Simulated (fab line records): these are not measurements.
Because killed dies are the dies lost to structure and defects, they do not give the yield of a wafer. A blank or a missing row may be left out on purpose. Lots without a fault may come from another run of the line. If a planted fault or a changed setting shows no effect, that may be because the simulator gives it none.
fab line records	flow nand-harc
record lots=11	wafers=33	last-day=35
route steps=1302 shown A_ONON_D2@561 A_CHANNEL_HOLE_D2@570 END@1302
lots that met no fault: taken from a fault-free run of the same line
start-h: hours from the record's opening day to when the first of the lot's shown wafers began	wait-h: hours from the lot's prior step to this one	" the same as in the row above	L1.1+2: several wafers, shown together as one row	- no value present, or no start provided	* or withheld: withheld	< > ~ a bound
route shown NAME@n: NAME is a module with steps in the file, n the number in the route of the first one	usual: average and standard deviation across the fault-free wafers	same: alike in all rows	chamber/n: place in a boat	sites: per-site readings	_std_site: the values' standard deviation	_edge_site: mean of outer sites minus mean of inner sites	radius-mm: for every site, how far away it sits from the centre of the wafer	mask NAME#n: copy n	behind: the tool/chamber that last shaped the wafer	hold: why the lot went on hold/how many hours it stayed there/how the hold came to an end	device: the transistor (n, p or np) that didn't switch	end of line: the tests these same wafers got at the end of their route	for a step that has no rows: nothing shown but its recipe	killed: dies that structure and defects cost at the first sort, which is not the same as the wafer's yield	map: a wafer's dies, marking killed ones x, the rest . and places with no die _
set.NAME: the setting that was run; set.NAME@STEP: the one run at that earlier step	model.NAME: the simulator's own value behind a step, which no gauge read
a sample of lots followed through the steps of the route, with each step as a table and each wafer as a row
services: from which hour (start-h, from the record's first day; less than 0 if before it) a tool's chamber was out of use, for how many hours, and why
## steps
# step NHARC_A_ONON_D2_THK_MEAS_24
# recipe thk-meas-gauge=ellipsometry
# usual thk-nm=1001/11
lot.wafer	tool	chamber	start-h	wait-h	thk-nm
L452.1	film-metro-01	-	317.83	-	1000
L452.3	"	-	"	"	1000
L452.4	"	-	"	"	1000
L453.3	film-metro-01	-	317.87	-	1007
L453.4	"	-	"	"	1005
L453.6	"	-	"	"	1007
L455.1	film-metro-02	-	324.94	-	998
L455.2	"	-	"	"	997
L455.4	"	-	"	"	996
L458.1	film-metro-01	-	357.28	-	1007
L458.2	"	-	"	"	1008
L458.4	"	-	"	"	1005
L461.2	film-metro-01	-	397.26	-	987
L461.3	"	-	"	"	987
L461.6	"	-	"	"	987
L462.3	film-metro-02	-	402.67	-	1008
L462.4	"	-	"	"	1006
L462.5	"	-	"	"	1005
L470.4	film-metro-02	-	481.36	-	995
L470.5	"	-	"	"	996
L470.6	"	-	"	"	996
L469.3	film-metro-01	-	481.37	-	991
L469.5	"	-	"	"	992
L469.6	"	-	"	"	993
L471.1	film-metro-02	-	498.57	-	1036
L471.2	"	-	"	"	1036
L471.5	"	-	"	"	1035
L472.1	film-metro-01	-	498.58	-	1002
L472.2	"	-	"	"	1001
L472.3	"	-	"	"	999
L473.2	film-metro-02	-	527.03	-	990
L473.3	"	-	"	"	987
L473.5	"	-	"	"	988
# step NHARC_A_CHANNEL_HOLE_D2_DEP_00
# recipe target-thk-a=31000	temp-c=400	material=aC
# usual throttle-valve-pct=34.999/0.01
lot.wafer	tool	chamber	start-h	wait-h	throttle-valve-pct
L452.1	acl-dep-03	0	320.00	0.5	35.014
L452.3	"	0	"	"	34.992
L452.4	"	0	"	"	35.016
L453.3	acl-dep-01	0	321.42	1.9	35.016
L453.4	"	0	"	"	34.997
L453.6	"	0	"	"	34.988
L455.1	acl-dep-02	0	326.87	0.3	34.976
L455.2	"	0	"	"	34.988
L455.4	"	0	"	"	35.003
L458.1	acl-dep-01	0	359.04	0.1	35.000
L458.2	"	0	"	"	35.006
L458.4	"	0	"	"	35.012
L461.2	acl-dep-01	0	401.92	3.0	35.005
L461.3	"	0	"	"	34.995
L461.6	"	0	"	"	35.003
L462.3	acl-dep-01	0	405.09	0.7	35.008
L462.4	"	0	"	"	34.996
L462.5	"	0	"	"	35.017
L470.4	acl-dep-01	0	484.02	1.0	35.005
L470.5	"	0	"	"	34.994
L470.6	"	0	"	"	34.989
L469.3	acl-dep-02	0	484.53	1.5	34.984
L469.5	"	0	"	"	34.995
L469.6	"	0	"	"	35.004
L471.1	acl-dep-02	0	500.33	0.1	34.985
L471.2	"	0	"	"	34.991
L471.5	"	0	"	"	34.992
L472.1	acl-dep-03	0	500.67	0.1	34.995
L472.2	"	0	"	"	35.008
L472.3	"	0	"	"	34.986
L473.2	acl-dep-01	0	529.91	1.2	34.987
L473.3	"	0	"	"	35.007
L473.5	"	0	"	"	35.006
# step NHARC_A_CHANNEL_HOLE_D2_INSPECT_12
# usual raw-defect-count=27/21
lot.wafer	tool	chamber	start-h	wait-h	raw-defect-count
L452.1	defect-inspect-01	-	322.77	0.0	65
L452.3	"	-	"	"	46
L452.4	"	-	"	"	55
L453.3	defect-inspect-02	-	323.76	0.0	4
L453.4	"	-	"	"	3
L453.6	"	-	"	"	8
L455.1	defect-inspect-02	-	329.63	0.0	65
L455.2	"	-	"	"	44
L455.4	"	-	"	"	54
L458.1	defect-inspect-02	-	361.85	0.0	54
L458.2	"	-	"	"	52
L458.4	"	-	"	"	67
L461.2	defect-inspect-02	-	404.35	0.0	491
L461.3	"	-	"	"	518
L461.6	"	-	"	"	474
L462.3	defect-inspect-02	-	407.23	0.0	506
L462.4	"	-	"	"	465
L462.5	"	-	"	"	495
L470.4	defect-inspect-01	-	485.82	0.0	18
L470.5	"	-	"	"	15
L470.6	"	-	"	"	17
L469.3	defect-inspect-02	-	486.67	0.0	24
L469.5	"	-	"	"	23
L469.6	"	-	"	"	15
L471.1	defect-inspect-02	-	503.09	0.0	38
L471.2	"	-	"	"	23
L471.5	"	-	"	"	26
L472.1	defect-inspect-02	-	503.43	0.0	3
L472.2	"	-	"	"	5
L472.3	"	-	"	"	4
L473.2	defect-inspect-02	-	532.24	0.0	31
L473.3	"	-	"	"	31
L473.5	"	-	"	"	25
# step NHARC_A_CHANNEL_HOLE_D2_ETCH_38
# recipe target-depth-a=390	over-etch-frac=0.3	time-s=65	ion-energy-ev=80	cf4-flow-sccm=150	ar-flow-sccm=0	rf-w=300	bias-w=100	chemistry=CF4
# usual drypump-motor-current-A=5.6/0.41	oes-product-au=0.999/0.0068	rf-vpp-V=150.9/1.1	showerhead-plenum-p-Torr=1.74/0.064	throttle-valve-pct=13.284/0.0097
# same over-etch-frac=0.3
lot.wafer	tool	chamber	start-h	wait-h	drypump-motor-current-A	oes-product-au	rf-hours-counter-h	rf-vpp-V	showerhead-plenum-p-Torr	throttle-valve-pct
L452.4	rie-diel-11	2	322.91	0.1	4.9	1.001	2.3	150.9	1.68	13.296
L452.3	"	3	"	"	6.2	0.995	3.5	151.1	1.70	13.271
L452.1	"	1	"	"	5.3	1.005	3.0	152.9	1.86	13.280
L453.3	rie-diel-02	2	323.91	0.1	5.3	0.993	5.6	151.2	1.70	13.277
L453.4	"	3	"	"	6.2	0.992	6.4	152.6	1.85	13.294
L453.6	"	2	"	"	5.3	0.992	-	151.2	1.70	13.292
L455.2	rie-diel-11	3	329.78	0.1	6.2	0.997	4.3	150.7	1.69	13.286
L455.1	"	0	"	"	6.1	1.005	4.4	150.2	1.70	13.279
L455.4	"	2	"	"	4.9	1.001	3.3	149.9	1.68	13.283
L458.4	rie-diel-13	2	362.00	0.1	5.8	0.999	0.3	152.7	1.79	13.286
L458.2	"	3	"	"	5.7	1.002	0.3	150.5	1.76	13.295
L458.1	"	0	"	"	5.2	1.008	0.4	149.4	1.69	13.266
L461.2	rie-diel-11	3	404.50	0.1	6.2	1.011	8.7	151.4	1.69	13.285
L461.3	"	0	"	"	6.1	1.004	8.7	150.2	1.70	13.278
L461.6	"	3	"	"	6.1	0.996	-	149.5	1.69	13.273
L462.4	rie-diel-11	2	407.38	0.1	4.9	0.998	7.7	149.6	1.68	13.306
L462.3	"	3	"	"	6.1	1.002	9.4	149.9	1.69	13.287
L462.5	"	1	"	"	5.3	0.993	-	151.9	1.86	13.280
L470.4	rie-diel-13	0	485.96	0.1	5.2	1.007	8.9	150.3	1.69	13.291
L470.5	"	0	"	"	5.2	1.003	-	151.5	1.69	13.274
L470.6	"	1	"	"	5.4	0.993	-	150.1	1.67	13.281
L469.3	rie-diel-02	2	486.82	0.1	5.3	0.982	6.5	150.9	1.70	13.278
L469.6	"	1	"	"	5.4	0.988	-	151.9	1.78	13.286
L469.5	"	2	"	"	5.3	0.986	-	151.3	1.70	13.272
L471.1	rie-diel-02	3	503.25	0.1	6.2	0.990	7.6	151.8	1.85	13.294
L471.2	"	0	"	"	5.6	1.002	7.0	151.8	1.81	13.271
L471.5	"	1	"	"	5.3	1.004	-	150.0	1.78	13.281
L472.3	rie-diel-13	3	503.57	0.1	5.7	1.010	7.9	150.7	1.76	13.284
L472.1	"	0	"	"	5.1	1.008	9.6	149.0	1.69	13.291
L472.2	"	1	"	"	5.4	1.008	9.4	151.2	1.67	13.279
L473.3	rie-diel-13	1	532.39	0.1	5.4	0.996	0.1	150.3	1.67	13.275
L473.2	"	3	"	"	5.7	0.997	0.1	151.5	1.76	13.293
L473.5	"	0	"	"	5.1	0.998	-	151.0	1.69	13.281
# step NHARC_A_CHANNEL_HOLE_D2_ETCH_22
# recipe bias-v=3000	source-w=withheld	pressure-mtorr=20	time-s=666.7	ar-flow-sccm=375	c4f8-flow-sccm=89.3	o2-flow-sccm=35.7	temp-c=-20	target-depth-a=16000	chemistry=C4F8/O2/Ar
# usual drypump-motor-current-A=5.88/0.16	showerhead-plenum-p-Torr=3.66/0.15	temp-c=-19.97/0.1	throttle-valve-pct=32.156/0.01
lot.wafer	tool	chamber	start-h	wait-h	drypump-motor-current-A	rf-hours-counter-h	showerhead-plenum-p-Torr	temp-c	throttle-valve-pct
L452.1	har-etch-02	1	324.99	0.4	5.65	380	3.64	-19.90	32.157
L452.3	"	0	"	"	5.85	-	3.93	-19.88	32.149
L452.4	"	1	"	"	5.65	-	3.64	-19.77	32.156
L453.4	har-etch-01	0	326.06	0.4	5.99	-	3.69	-19.98	32.167
L453.3	"	1	"	"	6.10	-	3.51	-19.95	32.147
L453.6	"	0	"	"	5.98	-	3.69	-20.00	32.148
L455.1	har-etch-02	0	333.22	0.4	5.85	373	3.93	-20.00	32.162
L455.2	"	1	"	"	5.65	388	3.64	-19.87	32.157
L455.4	"	1	"	"	5.67	-	3.64	-19.82	32.153
L458.2	har-etch-02	1	363.97	0.4	5.66	403	3.63	-20.15	32.159
L458.1	"	0	"	"	5.89	388	3.92	-19.85	32.165
L458.4	"	0	"	"	5.86	-	3.92	-19.93	32.147
L461.2	har-etch-01	1	406.56	0.4	6.06	223	3.48	-20.04	32.157
L461.3	"	0	"	"	5.97	-	3.66	-20.00	32.161
L461.6	"	1	"	"	6.05	-	3.48	-19.93	32.159
L462.3	har-etch-02	1	409.53	0.4	5.65	-	3.62	-19.99	32.174
L462.4	"	0	"	"	5.83	-	3.90	-19.82	32.168
L462.5	"	0	"	"	5.83	-	3.90	-19.98	32.154
L470.4	har-etch-02	1	488.21	0.4	5.65	-	3.59	-19.94	32.119
L470.5	"	0	"	"	5.88	-	3.88	-19.82	32.147
L470.6	"	1	"	"	5.61	-	3.59	-20.09	32.161
L469.3	har-etch-01	1	489.12	0.4	6.08	-	3.45	-19.96	32.146
L469.6	"	1	"	"	6.06	-	3.45	-19.95	32.146
L469.5	"	0	"	"	6.01	-	3.63	-19.90	32.145
L471.2	har-etch-02	0	505.22	0.4	5.87	65	3.87	-20.06	32.156
L471.1	"	1	"	"	5.65	65	3.59	-20.00	32.132
L471.5	"	0	"	"	5.85	-	3.87	-20.03	32.150
L472.1	har-etch-01	1	505.60	0.4	6.05	280	3.45	-19.99	32.154
L472.2	"	0	"	"	5.97	280	3.63	-19.86	32.165
L472.3	"	1	"	"	6.08	-	3.45	-19.88	32.140
L473.2	har-etch-02	0	534.35	0.4	5.82	81	3.87	-19.98	32.177
L473.3	"	1	"	"	5.64	-	3.58	-20.08	32.154
L473.5	"	1	"	"	5.64	-	3.58	-19.92	32.158
# step NHARC_A_CHANNEL_HOLE_D2_INSPECT_40
# usual raw-defect-count=271/85
lot.wafer	tool	chamber	start-h	wait-h	raw-defect-count
L452.1	defect-inspect-02	-	329.88	-	316
L452.3	"	-	"	"	279
L452.4	"	-	"	"	408
L453.3	defect-inspect-01	-	330.70	-	272
L453.4	"	-	"	"	189
L453.6	"	-	"	"	260
L455.1	defect-inspect-02	-	338.08	-	458
L455.2	"	-	"	"	480
L455.4	"	-	"	"	353
L458.1	defect-inspect-01	-	368.85	-	244
L458.2	"	-	"	"	317
L458.4	"	-	"	"	341
L461.2	defect-inspect-01	-	411.32	-	633
L461.3	"	-	"	"	669
L461.6	"	-	"	"	666
L462.3	defect-inspect-01	-	414.16	-	699
L462.4	"	-	"	"	680
L462.5	"	-	"	"	748
L470.4	defect-inspect-02	-	492.78	-	237
L470.5	"	-	"	"	395
L470.6	"	-	"	"	318
L469.3	defect-inspect-01	-	493.82	-	307
L469.5	"	-	"	"	392
L469.6	"	-	"	"	411
L471.1	defect-inspect-02	-	510.06	-	234
L471.2	"	-	"	"	239
L471.5	"	-	"	"	188
L472.1	defect-inspect-02	-	510.49	-	290
L472.2	"	-	"	"	414
L472.3	"	-	"	"	238
L473.2	defect-inspect-01	-	539.19	-	179
L473.3	"	-	"	"	226
L473.5	"	-	"	"	301
# step NHARC_END_SORT_01
# recipe temp-c=25
# usual killed-at-array=44/16	killed-at-other=0.6/1.1	killed-at-periphery=3.9/2.6	killed-dies=48/16	killed-open=3.1/1.9	killed-short=2.4/1.8
# same gross-dies=677
lot.wafer	tool	chamber	start-h	wait-h	killed-at-array	killed-at-other	killed-at-periphery	killed-dies	killed-open	killed-short
L461.2	prober-02	0	668.67	2.8	121	2	3	126	1	2
L461.3	prober-02	0	669.47	3.1	130	0	3	133	4	0
L461.6	prober-02	0	671.87	4.0	119	2	3	124	4	0
L462.3	prober-01	0	669.47	3.1	103	1	0	104	1	0
L462.4	prober-01	0	670.27	3.4	103	3	2	108	8	6
L462.5	prober-01	0	671.06	3.7	111	0	1	112	6	2
# killed by level:class
L461.2 A_CHANNEL_HOLE_D2:unspecified=82 A_SLIT:chamber-film-flake=14 A_CHANNEL_HOLE_D2:chamber-film-flake=12 A_STAIRCASE:chamber-film-flake=5 P_ZERO_WELL:chamber-film-flake=2 THIN_TSV:chamber-film-flake=2 P_M0:geometric-particle:open=1 A_SOURCE_PLATE:geometric-particle:short=1
L462.3 A_CHANNEL_HOLE_D2:unspecified=86 A_CHANNEL_HOLE_D1:chamber-film-flake=5 A_STAIRCASE:chamber-film-flake=4 A_SLIT:chamber-film-flake=2 A_WL_FILL:chamber-film-flake=2 STARTING-WAFER:geometric-particle:open=1 A_ZERO_WELL:chamber-film-flake=1 A_CHANNEL_FILL_D1:chamber-film-flake=1
L461.3 A_CHANNEL_HOLE_D2:unspecified=86 A_SLIT:chamber-film-flake=16 A_CHANNEL_HOLE_D2:chamber-film-flake=8 A_CHANNEL_HOLE_D1:chamber-film-flake=7 A_STAIRCASE:chamber-film-flake=5 P_ZERO_WELL:chamber-film-flake=2 A_CONTACT:chamber-film-flake=2 P_CONTACT:geometric-particle:open=1
L462.4 A_CHANNEL_HOLE_D2:unspecified=78 A_CHANNEL_HOLE_D1:chamber-film-flake=6 A_CHANNEL_FILL_D1:geometric-particle:short=2 A_ONON_D2:geometric-particle:short=2 A_CHANNEL_FILL_D1:chamber-film-flake=2 A_CHANNEL_HOLE_D2:chamber-film-flake=2 A_STAIRCASE:chamber-film-flake=2 HYBRID_BOND:chamber-film-flake=2
L462.5 A_CHANNEL_HOLE_D2:unspecified=87 A_CHANNEL_HOLE_D1:chamber-film-flake=6 A_CONTACT:chamber-film-flake=6 A_SLIT:chamber-film-flake=3 A_STAIRCASE:chamber-film-flake=2 P_M1:geometric-particle:short=1 A_SOURCE_PLATE:geometric-particle:open=1 A_ONON_D1:geometric-particle:open=1
L461.6 A_CHANNEL_HOLE_D2:unspecified=79 A_SLIT:chamber-film-flake=15 A_CHANNEL_HOLE_D2:chamber-film-flake=6 A_CONTACT:chamber-film-flake=6 A_STAIRCASE:chamber-film-flake=5 A_CHANNEL_HOLE_D1:chamber-film-flake=3 P_ZERO_WELL:chamber-film-flake=2 THIN_TSV:chamber-film-flake=2
## services
tool	chamber	start-h	hours	kind
rie-diel-13	0	296.50	-	clean
rie-diel-13	1	296.50	-	clean
rie-diel-13	2	296.50	-	clean
rie-diel-13	3	296.50	-	clean
acl-dep-03	-	300.00	13.0	pm
rie-diel-13	1	301.41	6.5	repair
rie-diel-02	2	310.91	4.4	repair
rie-diel-02	3	325.93	22.6	repair
rie-diel-13	-	342.00	9.0	pm
acl-dep-01	-	374.64	13.0	pm
har-etch-02	-	377.00	17.0	pm
har-etch-02	0	377.00	17.0	vent-cycle
har-etch-02	1	377.00	17.0	vent-cycle
rie-diel-02	-	381.22	0.2	repair
rie-diel-02	-	393.70	9.0	pm
har-etch-02	0	394.00	-	clean
har-etch-02	0	394.00	-	consumable-replace:focus-ring
har-etch-02	1	394.00	-	clean
har-etch-02	1	394.00	-	consumable-replace:focus-ring
acl-dep-02	-	426.53	13.0	pm
rie-diel-11	-	432.50	9.0	pm
acl-dep-03	-	482.37	13.0	pm
rie-diel-11	2	511.13	1.7	repair
rie-diel-13	-	519.00	9.0	pm
## key
first-sign step=NHARC_A_CHANNEL_HOLE_D2_INSPECT_12	reading=raw-defect-count	direction=up	sigmas=22	usual=27	struck=492
effect step=NHARC_A_CHANNEL_HOLE_D2_INSPECT_40	reading=raw-defect-count	direction=up	sigmas=4.8	usual=271	struck=682
effect step=NHARC_END_SORT_01	reading=killed-at-array	direction=up	sigmas=4.5	usual=44	struck=114
more-kills-born-at NHARC_A_CHANNEL_HOLE_D2_DEP_00@acl-dep-01=498
met-at NHARC_A_CHANNEL_HOLE_D2_DEP_00
struck-lots L461,L462
tester-left-out L461,L462
not-acting-at NHARC_A_ONON_D2_THK_MEAS_24,NHARC_A_CHANNEL_HOLE_D2_ETCH_38,NHARC_A_CHANNEL_HOLE_D2_ETCH_22
fault kind=chamber-particle-source	tool=acl-dep-01	chamber=-	onset-h=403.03	steps=NHARC_A_CHANNEL_HOLE_D2_DEP_00	rate-per-visit-cm2=0.74749	end-h=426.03
# tester-left-out: of these lots the tester's yield and bins aren't shown, on N5 and GAA mostly nor the transistor test; their killed dies are dies lost to structure and defects alone, not to doping, threshold or leakage, so they don't give the yield
